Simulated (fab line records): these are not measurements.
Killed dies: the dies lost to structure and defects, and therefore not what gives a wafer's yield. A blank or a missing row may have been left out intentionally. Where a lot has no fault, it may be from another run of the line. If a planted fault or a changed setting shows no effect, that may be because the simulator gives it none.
A lot that was struck, set against a sound lot :: flow n5Finfet :: 14 steps out of a route of 1938
Sound: these wafers, L406.1, L406.3, L406.6. Struck: wafer L394.4. (L394.3, L394.5 of the same lot were not struck and are left out.) The cause comes at the end.
For every step that has rows: the tool of each side, followed by ch and its chambers, followed by its first start. Under that, the readings that differ: sound wafers :: struck wafers :: difference of the means :: sigmas: that difference in standard deviations of wafers without a fault.
alike: a reading whose means differ by less than 2 such deviations, as well as words and numbers matching on both sides. not compared: withheld readings; readings where some wafer has no value; bounds like >300 that might hide an equal value; numbers whose values overlap and for which the record gives no deviation.
A row with sigmas, a row that says differs or no value, or rows on one side alone: a step with any of these is where the two part. When numbers do not overlap yet have no deviation, they are printed without sigmas and do not part them. A reading missing from all wafers of one side parts the sides only when that side holds two or more wafers.

first, 1 step without rows for these wafers: N5_BEOL_M10_DEVELOP_27 (develop time 30 s).
N5_BEOL_M10_CD_MEAS_28 targets a cd of 70 nm.
  sound on cdSem-02 ch 0, day 16 07:45; struck on cdSem-02 ch 0, day 12 22:55
  alike: cdNm
N5_BEOL_M10_OVL_MEAS_29:
  sound on overlay-02 ch 0, day 16 07:47; struck on overlay-01 ch 0, day 12 22:57
  alike: V9_OVL
N5_BEOL_M10_INSPECT_30: inspects for defects (brightfield).
  sound on defectInspect-01 at day 16 07:48; struck on defectInspect-01 at day 12 22:58
  alike: rawDefectCount
N5_BEOL_M10_DESCUM_33: chemistry O2, time 7.9 s.
  sound on rieDiel-02 ch 0,2,3, day 16 07:50; struck on rieDiel-06 ch 0, day 12 23:00
  alike: drypumpMotorCurrentA, o2FlowSccm, oesProductAu, rfVppV, showerheadPlenumPTorr, throttleValvePct
  not compared: rfHoursCounterH
then, 1 step without rows for these wafers: N5_BEOL_M10_ETCH_65 (etches SiARC in CF4, target depth 39 nm, time 65 s).
N5_BEOL_M10_ETCH_66: etches SOC in N2/H2, target depth 120 nm, overetch 24 nm, time 180 s.
  sound on rieDiel-02 ch 0,2,3, day 16 07:55; struck on rieDiel-06 ch 0, day 12 23:05
  alike: drypumpMotorCurrentA, oesProductAu, rfVppV, showerheadPlenumPTorr, throttleValvePct
  not compared: rfHoursCounterH
then, 1 step without rows for these wafers: N5_BEOL_M10_STRIP_69 (strips in N2/H2).
N5_BEOL_M10_VIA_ETCH_34: etches SiCOH lowk in C4F6/O2, target depth 184.5 nm, time 69.2 s.
  sound on rieDiel-02 ch 0,2,3, day 16 08:02; struck on rieDiel-06 ch 0, day 12 23:13
  alike: drypumpMotorCurrentA, oes_f_703_au, oesProductAu, rfVppV, showerheadPlenumPTorr, throttleValvePct
  not compared: rfHoursCounterH
then, 1 step without rows for these wafers: N5_BEOL_M10_STRIP_73 (strips in C4F6/O2).
N5_BEOL_M10_STRIP_36: strips in N2/H2.
  sound on rieDiel-02 ch 0,2,3, day 16 08:07; struck on rieDiel-06 ch 0, day 12 23:17
  alike: drypumpMotorCurrentA, oesProductAu, rfVppV, showerheadPlenumPTorr, throttleValvePct
  not compared: rfHoursCounterH
then, 1 step without rows for these wafers: N5_BEOL_M10_TRENCH_ETCH_37 (etches SiCOH lowk in C4F6/O2, target depth 148.83 nm, time 48 s).
N5_BEOL_M10_ETCH_41: etches SiCN in CH3F/O2, target depth 42.6 nm, time 86 s.
  sound on rieDiel-02 ch 0,2,3, day 16 08:11; struck on rieDiel-06 ch 0, day 12 23:22
reading: model.etch.depthNm (nm)
sound: 32.46 31.25 31.08
struck: 28.2
difference: -3.4
sigmas: 
  alike: drypumpMotorCurrentA, oesProductAu, rfVppV, showerheadPlenumPTorr, throttleValvePct
  not compared: rfHoursCounterH
N5_BEOL_M10_STRIP_77: strips in N2/H2, time 10 s.
  sound: rieDiel-02 ch 0,2,3; struck: rieDiel-06 ch 0
  alike: drypumpMotorCurrentA, oesProductAu, rfVppV, showerheadPlenumPTorr, throttleValvePct
  not compared: rfHoursCounterH

## WHERE THEY PART
Nowhere in this record.

WHY: what the simulator had put in
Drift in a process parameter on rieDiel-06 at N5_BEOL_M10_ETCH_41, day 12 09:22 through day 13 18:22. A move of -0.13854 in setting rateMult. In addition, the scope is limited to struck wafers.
